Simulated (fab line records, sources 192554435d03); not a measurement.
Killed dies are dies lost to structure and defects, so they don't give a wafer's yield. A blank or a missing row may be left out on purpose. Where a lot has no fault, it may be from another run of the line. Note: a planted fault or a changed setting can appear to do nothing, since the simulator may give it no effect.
Matching of chambers || flow n5_finfet || 4 sister chambers for N5_DUMMY_REMOVAL_HM_STRIP_01 on rie_diel-06
The step strips SiNx in CH3F/O2, stops on poly-Si, target depth 4 nm, time 6.8 s. 4 wafers are shown with their chamber, then 12 later ones without.

WAFERS WITH THEIR CHAMBER
{"wafer": "L085.2", "chamber": 2, "showerhead_plenum_p_Torr (Torr)": 2.09}
{"wafer": "L086.3", "chamber": 1, "showerhead_plenum_p_Torr (Torr)": 1.96}
{"wafer": "L086.5", "chamber": 3, "showerhead_plenum_p_Torr (Torr)": 1.90}
{"wafer": "L086.6", "chamber": 0, "showerhead_plenum_p_Torr (Torr)": 1.98}

WAFERS WHOSE CHAMBER IS MISSING
{"wafer": "L088.1", "showerhead_plenum_p_Torr (Torr)": 1.95}
{"wafer": "L088.5", "showerhead_plenum_p_Torr (Torr)": 1.96}
{"wafer": "L088.6", "showerhead_plenum_p_Torr (Torr)": 2.09}
{"wafer": "L089.1", "showerhead_plenum_p_Torr (Torr)": 2.09}
{"wafer": "L089.2", "showerhead_plenum_p_Torr (Torr)": 1.90}
{"wafer": "L089.5", "showerhead_plenum_p_Torr (Torr)": 1.89}
{"wafer": "L090.2", "showerhead_plenum_p_Torr (Torr)": 2.09}
{"wafer": "L090.3", "showerhead_plenum_p_Torr (Torr)": 1.89}
{"wafer": "L090.6", "showerhead_plenum_p_Torr (Torr)": 1.95}
{"wafer": "L096.1", "showerhead_plenum_p_Torr (Torr)": 1.95}
{"wafer": "L096.5", "showerhead_plenum_p_Torr (Torr)": 2.09}
{"wafer": "L096.6", "showerhead_plenum_p_Torr (Torr)": 1.98}

WHICH CHAMBER EACH ONE RAN IN
{"wafer": "L088.1", "from the rows above": 1, "in truth": 1}
{"wafer": "L088.5", "from the rows above": 1, "in truth": 1}
{"wafer": "L088.6", "from the rows above": 2, "in truth": 2}
{"wafer": "L089.1", "from the rows above": 2, "in truth": 2}
{"wafer": "L089.2", "from the rows above": 3, "in truth": 3}
{"wafer": "L089.5", "from the rows above": 3, "in truth": 3}
{"wafer": "L090.2", "from the rows above": 2, "in truth": 2}
{"wafer": "L090.3", "from the rows above": 3, "in truth": 3}
{"wafer": "L090.6", "from the rows above": 1, "in truth": 1}
{"wafer": "L096.1", "from the rows above": 1, "in truth": 1}
{"wafer": "L096.5", "from the rows above": 2, "in truth": 2}
{"wafer": "L096.6", "from the rows above": 0, "in truth": 0}
Placed correctly: 12 of 12. Left unplaced by these rows: 0. 0 placed wrongly.
How it was worked out, from the rows above alone: a wafer's distance from a chamber is the root of the sum, over the readings, of the square of ((its reading less the chamber's mean) divided by the reading's scatter). If the next closest chamber is less than 2 further off than the closest, the wafer can't be placed; otherwise it belongs to the closest. For every chamber, the mean is computed from those of its wafers that are shown. The scatter: with one shown wafer a chamber, the root of the mean of the squares of how far each hidden wafer lies from its nearest shown one.
